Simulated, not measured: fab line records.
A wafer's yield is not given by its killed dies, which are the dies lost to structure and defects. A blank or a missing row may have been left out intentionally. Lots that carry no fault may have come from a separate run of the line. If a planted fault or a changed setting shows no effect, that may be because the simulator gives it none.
Matching of chambers / flow n5 finfet / 4 sister chambers for N5_BEOL_M11_DESCUM_33 on rie diel-05
The step chemistry O2, time 7.9 s. 14 wafers are shown with their chamber, then 7 later ones without.

EACH WAFER AND ITS CHAMBER
wafer=L080.1; chamber=1; showerhead plenum p Torr (Torr)=2.00; throttle valve pct (%)=20.74; oes product au (a.u.)=0.73
wafer=L080.2; chamber=3; showerhead plenum p Torr (Torr)=2.10; throttle valve pct (%)=20.80; oes product au (a.u.)=0.78
wafer=L080.6; chamber=3; showerhead plenum p Torr (Torr)=2.10; throttle valve pct (%)=20.81; oes product au (a.u.)=0.79
wafer=L081.3; chamber=2; showerhead plenum p Torr (Torr)=2.07; throttle valve pct (%)=20.28; oes product au (a.u.)=0.73
wafer=L081.4; chamber=0; showerhead plenum p Torr (Torr)=2.19; throttle valve pct (%)=20.19; oes product au (a.u.)=0.76
wafer=L081.5; chamber=3; showerhead plenum p Torr (Torr)=2.10; throttle valve pct (%)=20.81; oes product au (a.u.)=0.78
wafer=L082.1; chamber=1; showerhead plenum p Torr (Torr)=1.99; throttle valve pct (%)=20.76; oes product au (a.u.)=0.71
wafer=L082.3; chamber=0; showerhead plenum p Torr (Torr)=2.19; throttle valve pct (%)=20.20; oes product au (a.u.)=0.76
wafer=L082.4; chamber=2; showerhead plenum p Torr (Torr)=2.07; throttle valve pct (%)=20.28; oes product au (a.u.)=0.72
wafer=L085.1; chamber=1; showerhead plenum p Torr (Torr)=1.99; throttle valve pct (%)=20.75; oes product au (a.u.)=0.71
wafer=L085.3; chamber=3; showerhead plenum p Torr (Torr)=2.09; throttle valve pct (%)=20.83; oes product au (a.u.)=0.77
wafer=L085.6; chamber=0; showerhead plenum p Torr (Torr)=2.19; throttle valve pct (%)=20.22; oes product au (a.u.)=0.76
wafer=L086.2; chamber=0; showerhead plenum p Torr (Torr)=2.19; throttle valve pct (%)=20.20; oes product au (a.u.)=0.76
wafer=L086.4; chamber=2; showerhead plenum p Torr (Torr)=2.07; throttle valve pct (%)=20.31; oes product au (a.u.)=0.73

SIGNATURES, as means of the wafers listed above
reading=showerhead plenum p Torr; chamber 0=2.1900; chamber 1=1.9933; chamber 2=2.0700; chamber 3=2.0975; scatter within a chamber=0.00376
reading=throttle valve pct; chamber 0=20.2025; chamber 1=20.7500; chamber 2=20.2900; chamber 3=20.8125; scatter within a chamber=0.0132
reading=oes product au; chamber 0=0.7600; chamber 1=0.7167; chamber 2=0.7267; chamber 3=0.7800; scatter within a chamber=0.0073
Rule: a wafer lies at a distance from a chamber equal to the root of the sum of squares, over the readings, of (its reading less the chamber's mean, divided by the reading's scatter). The wafer belongs to the nearest chamber; if the next one is less than 2 further off, it can't be placed. The scatter: the root of (the sum of the squares of (reading less its chamber's mean) over the shown wafers, divided by (wafers less chambers)).

WAFERS WHOSE CHAMBER IS MISSING
wafer=L086.6; showerhead plenum p Torr (Torr)=1.99; throttle valve pct (%)=20.75; oes product au (a.u.)=0.72
wafer=L090.2; showerhead plenum p Torr (Torr)=2.09; throttle valve pct (%)=20.85; oes product au (a.u.)=0.76
wafer=L090.5; showerhead plenum p Torr (Torr)=2.06; throttle valve pct (%)=20.31; oes product au (a.u.)=0.72
wafer=L090.6; showerhead plenum p Torr (Torr)=1.99; throttle valve pct (%)=20.78; oes product au (a.u.)=0.71
wafer=L092.2; showerhead plenum p Torr (Torr)=1.99; throttle valve pct (%)=20.77; oes product au (a.u.)=0.70
wafer=L092.3; showerhead plenum p Torr (Torr)=2.09; throttle valve pct (%)=20.87; oes product au (a.u.)=0.76
wafer=L092.4; showerhead plenum p Torr (Torr)=2.09; throttle valve pct (%)=20.84; oes product au (a.u.)=0.76

CHAMBER TAKEN BY EACH
wafer=L086.6; from the rows above=1; in truth=1
wafer=L090.2; from the rows above=3; in truth=3
wafer=L090.5; from the rows above=2; in truth=2
wafer=L090.6; from the rows above=1; in truth=1
wafer=L092.2; from the rows above=1; in truth=1
wafer=L092.3; from the rows above=3; in truth=3
wafer=L092.4; from the rows above=3; in truth=3
Correctly placed: 7 of 7. Not placeable from these rows: 0. Number placed wrongly: 0.
